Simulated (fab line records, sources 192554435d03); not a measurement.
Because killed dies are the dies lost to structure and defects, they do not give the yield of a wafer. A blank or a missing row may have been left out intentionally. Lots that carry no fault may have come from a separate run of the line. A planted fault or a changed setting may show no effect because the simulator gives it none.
fab line records    flow n5-finfet
record: lots: 10  wafers: 29  last-day: 17
route steps=1938 shown BEOL_M2@923 BEOL_M4@1111 PASSIVATION@1936
lots untouched by any fault: they come from a run of this same line in which no faults occurred
start-h: start of the lot's first displayed wafer, in hours after the record's first day    wait-h: how many hours have passed since the lot's step before this one    " unchanged from the row above    L1.1+2: several wafers, shown together as one row    - value missing, or start not given    * or withheld: withheld    < > ~ a bound
route shown NAME@n: a module of which the file shows steps, and the number in the route of the first    usual: average and standard deviation across the fault-free wafers    same: alike in all rows    chamber/n: place in a boat    sites: readings site by site    _std_site: the standard deviation of these    _edge_site: mean of outer sites minus mean of inner sites    radius-mm: for every site, how far away it sits from the centre of the wafer    mask NAME#n: copy n    behind: the last tool/chamber to shape the wafer    hold: reason for holding the lot/hours on hold/outcome of the hold    device: which transistor (n, p or np) failed to switch    end of line: at the end of the route, the tests of the same wafers    a step without rows: its recipe alone    killed: the dies lost at the first sort to structure and to defects; this is not the yield of the wafer    map: dies across one wafer; x = killed, . = not, _ = none there
set.NAME: the setting the step ran with; set.NAME@STEP: the setting that earlier step ran with    model.NAME: the simulator's own value behind a step, which no gauge read
the route's steps for a sample of lots (tables are steps, rows are wafers)
services: from which hour (start-h, from the record's first day; less than 0 if before it) a tool's chamber was out of use, for how many hours, and why
== steps ==
step: N5_BEOL_M2_CMP_52
recipe: stop-on: SiOC  t-overpolish-s: 6.8  down-force-psi: 1  platen-rpm: 50  clearing-platen-down-force-psi: 1.5  clearing-platen-rpm: 50  post-cmp-clean: cu-alkaline  target-thk-nm: 40  clearing-platen-pad-velocity-m-s: 0.99484  pad-velocity-m-s: 0.99484
usual: barrier-field-endpoint-s: 24.7/0.65  motor-current-A: 6.1/0.49  overpolish-run-s: 6.802/0.0088  time-to-endpoint-s: 63/3.1
lot.wafer  tool    chamber  start-h  wait-h  barrier-field-endpoint-s  motor-current-A  overpolish-run-s  time-to-endpoint-s
L684.2     cmp-04  2        152.49   0.2     25.1                      4.8              6.822             63
L684.3     "       1        "        "       23.7                      6.1              6.820             61
L684.5     "       3        "        "       25.3                      6.5              6.805             63
L686.1     cmp-04  2        173.39   0.3     25.1                      5.3              6.810             71
L686.2     "       0        "        "       25.1                      6.5              6.808             71
L686.5     "       3        "        "       25.4                      6.6              6.793             68
L687.2     cmp-04  3        174.78   0.3     24.4                      6.4              6.798             62
L687.4     "       0        "        "       24.7                      6.7              6.791             65
L687.6     "       1        "        "       24.7                      6.4              6.811             65
L688.3     cmp-01  3        191.65   0.3     24.5                      6.3              6.822             63
L688.2     "       0        "        "       25.0                      5.7              6.791             65
L688.5     "       2        "        "       24.8                      5.8              6.808             65
L690.3     cmp-02  3        200.77   0.2     23.9                      6.2              6.809             59
L690.5     "       2        "        "       23.8                      6.0              6.793             56
L690.6     "       3        "        "       23.9                      6.8              6.795             60
L692.4     cmp-01  0        203.46   0.2     24.9                      6.0              6.795             69
L692.1     "       1        "        "       24.2                      6.7              6.800             61
L692.3     "       2        "        "       24.6                      5.8              6.804             65
L693.3     cmp-04  3        208.99   0.2     23.4                      6.4              6.796             58
L693.1     "       2        "        "       23.7                      5.4              6.802             60
L693.5     "       3        "        "       24.0                      6.6              6.791             59
L696.1     cmp-04  1        221.76   0.3     24.1                      6.1              6.798             58
L696.4     "       2        "        "       25.0                      4.8              6.800             64
L696.3     "       3        "        "       24.0                      6.4              6.797             60
L697.2     cmp-02  2        225.18   0.3     24.0                      5.6              6.800             62
L697.5     "       0        "        "       24.5                      6.1              6.808             60
L704.2     cmp-04  2        284.20   0.2     25.1                      5.3              6.800             63
L704.5     "       1        "        "       25.2                      6.3              6.780             62
L704.6     "       2        "        "       25.3                      5.1              6.796             63
step: N5_BEOL_M2_CO_CAP_55
recipe: material: Co  target-thk-a: 20  temp-c: 200  precursor: CCTBA/H2  pressure-torr: 30  time-s: 102.1
usual: heater-power-w: 234/20  run-length-s: 125.4/0.6
lot.wafer  tool       chamber  start-h  wait-h  heater-power-w  run-length-s
L684.2     cvd-co-01  2        152.86   0.0     205             124.2
L684.3     "          1        "        "       255             125.5
L684.5     "          2        "        "       198             124.2
L686.1     cvd-co-02  0        173.78   0.0     208             125.7
L686.2     "          1        "        "       256             125.9
L686.5     "          2        "        "       251             124.8
L687.2     cvd-co-01  0        175.08   0.0     237             125.2
L687.4     "          1        "        "       250             125.8
L687.6     "          2        "        "       200             124.8
L688.2     cvd-co-02  0        191.95   0.0     214             125.5
L688.3     "          2        "        "       250             125.1
L688.5     "          0        "        "       213             126.2
L690.3     cvd-co-02  2        201.10   0.0     252             125.2
L690.5     "          0        "        "       212             125.8
L690.6     "          2        "        "       249             125.3
L692.1     cvd-co-01  2        203.79   0.0     202             124.7
L692.3     "          1        "        "       241             126.0
L692.4     "          2        "        "       203             124.4
L693.1     cvd-co-01  0        209.38   0.0     242             125.8
L693.3     "          2        "        "       202             124.1
L693.5     "          2        "        "       208             124.4
L696.1     cvd-co-01  2        222.13   0.0     208             124.4
L696.3     "          1        "        "       245             125.5
L696.4     "          1        "        "       246             89.8
L697.2     cvd-co-01  0        225.44   0.0     238             125.7
L697.5     "          2        "        "       198             88.9
L704.2     cvd-co-02  1        284.53   0.0     251             126.3
L704.5     "          1        "        "       258             125.8
L704.6     "          0        "        "       209             125.4
step: N5_BEOL_M2_RS_MEAS_58
recipe: thk-meas-gauge: four-point-probe  reads: Co_of_BEOL_M2_CO_CAP_55+Cu_of_BEOL_M2_ECD_50+Co_of_BEOL_M2_CVD_47+TaN_of_BEOL_M2_ALD_84
usual: M2_RS: 0.671/0.029
lot.wafer  tool           chamber  start-h  wait-h  M2_RS[ohm/sq]
L684.2     film-metro-01  -        153.06   0.1     0.644
L684.3     "              -        "        "       0.686
L684.5     "              -        "        "       0.676
L686.1     film-metro-02  -        173.96   0.0     0.650
L686.2     "              -        "        "       0.645
L686.5     "              -        "        "       0.650
L687.2     film-metro-01  -        175.26   0.1     0.694
L687.4     "              -        "        "       0.665
L687.6     "              -        "        "       0.666
L688.2     film-metro-02  -        192.13   0.1     0.646
L688.3     "              -        "        "       0.643
L688.5     "              -        "        "       0.652
L690.3     film-metro-02  -        201.29   0.1     0.709
L690.5     "              -        "        "       0.731
L690.6     "              -        "        "       0.728
L692.1     film-metro-02  -        203.97   0.0     0.632
L692.3     "              -        "        "       0.640
L692.4     "              -        "        "       0.659
L693.1     film-metro-01  -        209.57   0.0     0.692
L693.3     "              -        "        "       0.672
L693.5     "              -        "        "       0.671
L696.1     film-metro-02  -        222.31   0.0     0.669
L696.3     "              -        "        "       0.729
L696.4     "              -        "        "       0.699
L697.2     film-metro-02  -        225.62   0.1     0.755
L697.5     "              -        "        "       0.718
L704.2     film-metro-02  -        284.72   0.1     0.614
L704.5     "              -        "        "       0.652
L704.6     "              -        "        "       0.652
step: N5_BEOL_M2_INSPECT_59
recipe: inspect-instrument: darkfield  mode: post-dep
usual: raw-defect-count: 76/27
lot.wafer  tool               chamber  start-h  wait-h  raw-defect-count
L684.2     defect-inspect-01  -        153.08   0.0     56
L684.3     "                  -        "        "       44
L684.5     "                  -        "        "       66
L686.1     defect-inspect-01  -        173.99   0.0     47
L686.2     "                  -        "        "       75
L686.5     "                  -        "        "       67
L687.2     defect-inspect-02  -        175.29   0.0     126
L687.4     "                  -        "        "       93
L687.6     "                  -        "        "       67
L688.2     defect-inspect-02  -        192.16   0.0     127
L688.3     "                  -        "        "       89
L688.5     "                  -        "        "       106
L690.3     defect-inspect-01  -        201.31   0.0     55
L690.5     "                  -        "        "       56
L690.6     "                  -        "        "       78
L692.1     defect-inspect-02  -        204.00   0.0     105
L692.3     "                  -        "        "       97
L692.4     "                  -        "        "       98
L693.1     defect-inspect-01  -        209.59   0.0     31
L693.3     "                  -        "        "       83
L693.5     "                  -        "        "       75
L696.1     defect-inspect-01  -        222.34   0.0     44
L696.3     "                  -        "        "       74
L696.4     "                  -        "        "       66
L697.2     defect-inspect-02  -        225.65   0.0     80
L697.5     "                  -        "        "       68
L704.2     defect-inspect-02  -        284.74   0.0     67
L704.5     "                  -        "        "       112
L704.6     "                  -        "        "       109
step: N5_BEOL_M4_RC_MEAS_101
usual: DIBL_N: 36.4/1.4  DIBL_P: 36.4/1.5  IOFF_N: 0.156/0.022  IOFF_P: 0.210/0.023  ION_N: 675/9.1  ION_P: 463/5.7  SS_N: 71.6/0.45  SS_P: 73.3/0.56  VT_N: 250/3.1  VT_P: -250.3/2.3
lot.wafer  tool       chamber  start-h  wait-h  DIBL_N[mV/V]  DIBL_P[mV/V]  IOFF_N[nA/um]  IOFF_P[nA/um]  ION_N[uA/um]  ION_P[uA/um]  SS_N[mV/dec]  SS_P[mV/dec]  VT_N[mV]  VT_P[mV]
L684.2     prober-01  0        198.47   0.2     35.5          32.1          0.117          0.181          667           459           71.3          73.0          259       -252.0
L684.3     "          0        "        "       38.7          36.9          0.175          0.263          674           463           72.3          73.6          249       -247.5
L684.5     "          0        "        "       37.8          35.6          0.158          0.238          680           465           72.1          74.2          251       -249.4
L687.2     prober-01  0        204.34   0.2     36.2          35.6          0.170          0.205          681           461           72.0          73.3          244       -249.8
L687.4     "          0        "        "       36.3          34.6          0.162          0.180          673           455           71.7          73.7          249       -252.2
L687.6     "          0        "        "       35.1          34.0          0.144          0.169          677           454           71.5          73.6          250       -253.3
L688.2     prober-01  0        221.91   0.2     34.3          35.6          0.126          0.196          674           469           70.8          72.6          250       -251.6
L688.3     "          0        "        "       34.1          34.4          0.120          0.192          677           472           71.4          72.4          254       -249.2
L688.5     "          0        "        "       35.5          36.1          0.141          0.218          673           472           71.5          73.1          248       -245.6
L686.1     prober-02  0        222.00   0.0     34.5          34.8          0.139          0.180          663           453           71.0          72.3          252       -248.9
L686.2     "          0        "        "       35.7          36.9          0.163          0.217          672           459           71.0          73.5          248       -248.0
L686.5     "          0        "        "       35.5          37.1          0.166          0.213          678           462           71.6          73.3          248       -248.4
L690.3     prober-02  0        229.45   0.3     37.7          35.4          0.175          0.232          686           474           71.6          74.0          249       -249.3
L690.5     "          0        "        "       38.0          35.8          0.183          0.243          683           466           71.3          73.6          248       -246.3
L690.6     "          0        "        "       36.7          34.6          0.151          0.211          681           470           70.9          73.6          250       -248.6
L692.1     prober-01  0        241.96   0.0     36.7          39.1          0.176          0.239          683           470           72.3          74.5          245       -248.6
L692.3     "          0        "        "       38.2          40.0          0.215          0.259          691           466           71.8          73.4          243       -246.6
L692.4     "          0        "        "       35.7          37.9          0.169          0.216          676           460           71.2          73.3          245       -248.6
L693.1     prober-01  0        249.15   0.0     36.8          37.6          0.161          0.204          683           463           71.3          72.9          250       -250.2
L693.3     "          0        "        "       36.9          37.7          0.157          0.212          670           457           71.6          73.1          253       -247.6
L693.5     "          0        "        "       35.2          36.0          0.137          0.183          667           458           71.2          73.0          253       -249.6
L696.1     prober-01  0        257.31   0.0     35.0          35.1          0.130          0.182          666           459           71.2          72.8          252       -256.3
L696.3     "          0        "        "       36.0          36.3          0.140          0.199          671           462           71.7          74.3          253       -251.6
L696.4     "          0        "        "       35.3          35.5          0.128          0.185          659           457           71.4          74.0          255       -253.3
L697.2     prober-01  0        275.17   0.2     36.8          32.7          0.114          0.179          657           461           70.9          72.2          254       -251.9
L697.5     "          0        "        "       38.7          35.2          0.155          0.214          676           465           71.2          73.6          250       -249.4
L704.2     prober-02  0        315.48   0.2     35.8          35.7          0.152          0.211          673           468           71.3          73.6          252       -248.7
L704.5     "          0        "        "       34.8          34.3          0.131          0.188          672           465           71.2          73.3          251       -250.2
L704.6     "          0        "        "       35.5          35.9          0.142          0.224          673           467           71.6          73.2          252       -248.7
step: N5_PASSIVATION_PROBE_49
usual: defect-limited-yield: 91.5/1.3  killed_at_M0_to_M3: 33/10  killed_at_M4_up: 13/4  killed-at-contacts: 12/6.3  killed-at-front-end: 39/11  killed-at-other: 3.4/2.6  killed-dies: 100/15  killed-open: 65/11  killed-short: 34/7.8  sort_bin_5_function: 5.0/0.89  sort_bin_6_memory: 3.2/0.58  sort-n-pass: 1080/15  sort-yield-pct: 91.5/1.3
same: gross-dies: 1180  killed-at-back-side: 0  sort_bin_4_leakage[%]: 0  sort_bin_8_speed[%]: 0
lot.wafer  tool       chamber  start-h  wait-h  defect-limited-yield[%]  killed_at_M0_to_M3  killed_at_M4_up  killed-at-contacts  killed-at-front-end  killed-at-other  killed-dies  killed-open  killed-short  sort_bin_5_function[%]  sort_bin_6_memory[%]  sort-n-pass  sort-yield-pct[%]
L696.1     prober-01  -        363.44   0.0     92.9                     31                  13               3                   34                   3                84           55           29            3.9                     2.8                   1096         92.9
L696.3     prober-01  -        363.54   0.1     90.9                     58                  11               13                  22                   3                107          72           33            4.7                     3.9                   1073         90.9
L696.4     prober-01  -        363.59   0.2     92.7                     18                  15               8                   45                   0                86           51           34            4.6                     2.2                   1094         92.7
L697.5     prober-01  -        389.34   0.2     92.0                     29                  11               8                   43                   3                94           70           23            4.7                     3.1                   1086         92.0
L704.2     prober-01  -        418.81   0.1     89.7                     57                  18               10                  32                   5                122          81           40            6.8                     3.2                   1058         89.7
L704.5     prober-01  -        418.96   0.2     90.3                     34                  21               14                  36                   10               115          71           43            5.7                     3.4                   1065         90.3
L704.6     prober-01  -        419.01   0.3     91.4                     31                  14               17                  36                   3                101          67           31            4.4                     3.8                   1079         91.4
killed by level:class
L696.1 FIN_SAQP:geometric-particle:short=13 BEOL_M3:geometric-particle:open=7 FIN_SAQP:geometric-particle:open=6 STI_FIN_REVEAL:geometric-particle:open=6 BEOL_M0_SAQP:geometric-particle:open=5 DUMMY_GATE:geometric-particle:open=4 BEOL_M0_SAQP:geometric-particle:short=4 BEOL_M0:geometric-particle:open=4
L696.3 BEOL_M2:geometric-particle:open=13 MOL_CONTACT_COAG:geometric-particle:open=10 BEOL_M1:geometric-particle:open=10 BEOL_M0_SAQP:geometric-particle:open=8 BEOL_M3:geometric-particle:open=7 BEOL_M0_SAQP:geometric-particle:short=7 BEOL_M0:geometric-particle:open=6 FIN_SAQP:geometric-particle:short=4
L696.4 FIN_SAQP:geometric-particle:short=7 GATE_CUT:geometric-particle:short=6 GATE_CUT:geometric-particle:open=6 FIN_SAQP:geometric-particle:open=5 DUMMY_GATE:geometric-particle:open=5 BEOL_M1:geometric-particle:open=4 MOL_CONTACT_COAG:geometric-particle:short=4 MOL_CONTACT_COAG:geometric-particle:open=4
L697.5 FIN_SAQP:geometric-particle:open=12 BEOL_M3:geometric-particle:open=8 FIN_SAQP:geometric-particle:short=6 STI_FIN_REVEAL:geometric-particle:open=6 BEOL_M0_SAQP:geometric-particle:open=6 BEOL_M0_SAQP:geometric-particle:short=5 MOL_CONTACT_COAG:geometric-particle:open=5 STARTING-WAFER:geometric-particle:open=5
L704.2 BEOL_M0_SAQP:geometric-particle:short=19 BEOL_M0_SAQP:geometric-particle:open=12 MOL_CONTACT_COAG:geometric-particle:open=10 BEOL_M2:geometric-particle:open=7 BEOL_M4:geometric-particle:open=7 BEOL_M0:geometric-particle:open=6 BEOL_M1:geometric-particle:open=6 DUMMY_GATE:geometric-particle:open=5
L704.5 BEOL_M4:geometric-particle:open=11 MOL_CONTACT_COAG:geometric-particle:open=8 BEOL_M0_SAQP:geometric-particle:short=8 FIN_SAQP:geometric-particle:open=7 DUMMY_GATE:geometric-particle:open=7 MOL_CONTACT_COAG:geometric-particle:short=5 BEOL_M1:geometric-particle:open=5 BEOL_M3:geometric-particle:open=5
L704.6 MOL_CONTACT_COAG:geometric-particle:open=14 FIN_SAQP:geometric-particle:open=9 BEOL_M0_SAQP:geometric-particle:short=8 BEOL_M4:geometric-particle:open=8 BEOL_M0_SAQP:geometric-particle:open=7 BEOL_M2:geometric-particle:open=6 DUMMY_GATE:geometric-particle:open=5 ILD0:geometric-particle:short=4
== services ==
tool       chamber  start-h  hours  kind
cvd-co-02  2        152.24   1.8    repair
cmp-02     -        152.69   6.7    pm
cmp-02     -        161.78   1.0    repair
cmp-02     -        178.59   2.0    repair
cvd-co-01  -        185.05   2.3    repair
cmp-02     -        187.59   1.3    repair
cmp-04     -        199.95   6.6    pm
cmp-02     -        216.19   1.5    repair
cmp-01     -        219.42   6.5    repair
cmp-01     -        232.07   3.1    pm
cmp-02     -        238.51   0.8    repair
cmp-01     -        240.79   0.9    repair
cmp-04     -        257.06   1.3    repair
cmp-02     -        283.74   4.0    pm
== key ==
first-sign: step: N5_BEOL_M2_CO_CAP_55  reading: run-length-s  direction: down  sigmas: 60  usual: *  struck: *
effect none on later readings
met-at N5_BEOL_M2_CO_CAP_55
struck-lots L696,L697
struck-wafers L696.4,L697.5
not-acting-at N5_BEOL_M2_CMP_52,N5_BEOL_M2_RS_MEAS_58,N5_BEOL_M2_INSPECT_59
onset-between 209.38 222.13
fault: kind: process-parameter-drift  tool: cvd-co-01  chamber: -  onset-h: 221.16  steps: N5_BEOL_M2_CO_CAP_55  channel: time-s  offset: *  shape: step  end-h: 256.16  scope: struck-wafers-only  acts-in: *  stated: *
